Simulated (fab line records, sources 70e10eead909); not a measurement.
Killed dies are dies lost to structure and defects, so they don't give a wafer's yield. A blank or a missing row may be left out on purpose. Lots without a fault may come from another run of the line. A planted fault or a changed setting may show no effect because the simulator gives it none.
Chamber matching | flow nand_harc | NHARC_A_M0_DESCUM_14 on rie_diel-05: 4 sister chambers
The step chemistry O2, time 3 s. 18 wafers are shown with their chamber, then 9 later ones without.

WAFERS WITH THEIR CHAMBER
wafer  | chamber | drypump_motor_current_A (A) | oes_product_au (a.u.) | rf_vpp_V (V)
L074.2 | 2       | 6.0                         | 1.005                 | 57.9
L074.3 | 0       | 5.4                         | 1.012                 | 58.3
L074.6 | 3       | 5.0                         | 1.004                 | 57.5
L075.1 | 2       | 5.9                         | 0.997                 | 58.1
L075.4 | 2       | 5.9                         | 0.988                 | 57.4
L075.5 | 2       | 5.9                         | 0.993                 | 58.1
L077.3 | 0       | 5.5                         | 1.008                 | 59.4
L077.4 | 3       | 5.0                         | 1.004                 | 57.6
L077.6 | 2       | 6.0                         | 0.998                 | 58.5
L086.3 | 3       | 5.0                         | 1.014                 | 58.2
L086.4 | 0       | 5.5                         | 1.014                 | 59.5
L086.5 | 2       | 6.0                         | 1.002                 | 59.3
L088.1 | 1       | 5.8                         | 1.021                 | 59.1
L088.4 | 1       | 5.9                         | 1.017                 | 58.3
L088.5 | 3       | 5.0                         | 0.999                 | 56.1
L089.1 | 3       | 5.0                         | 1.010                 | 56.6
L089.2 | 0       | 5.5                         | 0.997                 | 58.7
L089.3 | 1       | 5.9                         | 1.013                 | 57.5

SIGNATURES (means of the wafers above)
reading                 | chamber 0 | chamber 1 | chamber 2 | chamber 3 | scatter within a chamber
drypump_motor_current_A | 5.475     | 5.867     | 5.950     | 5.000     | 0.0456
oes_product_au          | 1.00775   | 1.01700   | 0.99717   | 1.00620   | 0.00614
rf_vpp_V                | 58.975    | 58.300    | 58.217    | 57.200    | 0.714
Rule: a wafer's distance from a chamber is the root of the sum, over the readings, of the square of ((its reading less the chamber's mean) divided by the reading's scatter). The wafer belongs to the nearest chamber; if the next one is less than 2 further off, it can't be placed. The scatter: the root of (the sum of the squares of (reading less its chamber's mean) over the shown wafers, divided by (wafers less chambers)).

WAFERS WITHOUT THEIR CHAMBER
wafer  | drypump_motor_current_A (A) | oes_product_au (a.u.) | rf_vpp_V (V)
L090.1 | 5.0                         | 1.010                 | 57.0
L090.5 | 5.1                         | 1.004                 | 56.6
L090.6 | 5.9                         | 1.016                 | 57.4
L096.1 | 6.0                         | 1.012                 | 58.1
L096.2 | 5.1                         | 1.012                 | 57.9
L096.3 | 5.5                         | 1.010                 | 57.7
L097.2 | 5.9                         | 0.996                 | 57.2
L097.3 | 5.1                         | 0.991                 | 57.8
L097.5 | 5.5                         | 0.980                 | 57.2

WHICH CHAMBER EACH WENT THROUGH
wafer  | from the rows above     | in truth
L090.1 | 3                       | 3
L090.5 | 3                       | 3
L090.6 | can't be placed: 1 or 2 | 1
L096.1 | can't be placed: 2 or 1 | 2
L096.2 | 3                       | 3
L096.3 | 0                       | 0
L097.2 | 2                       | 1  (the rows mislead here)
L097.3 | 3                       | 3
L097.5 | 0                       | 0
Placed correctly: 6 of 9. Can't be placed from these rows: 2 (the true chamber is among the candidates in 2). Placed wrongly: 1.
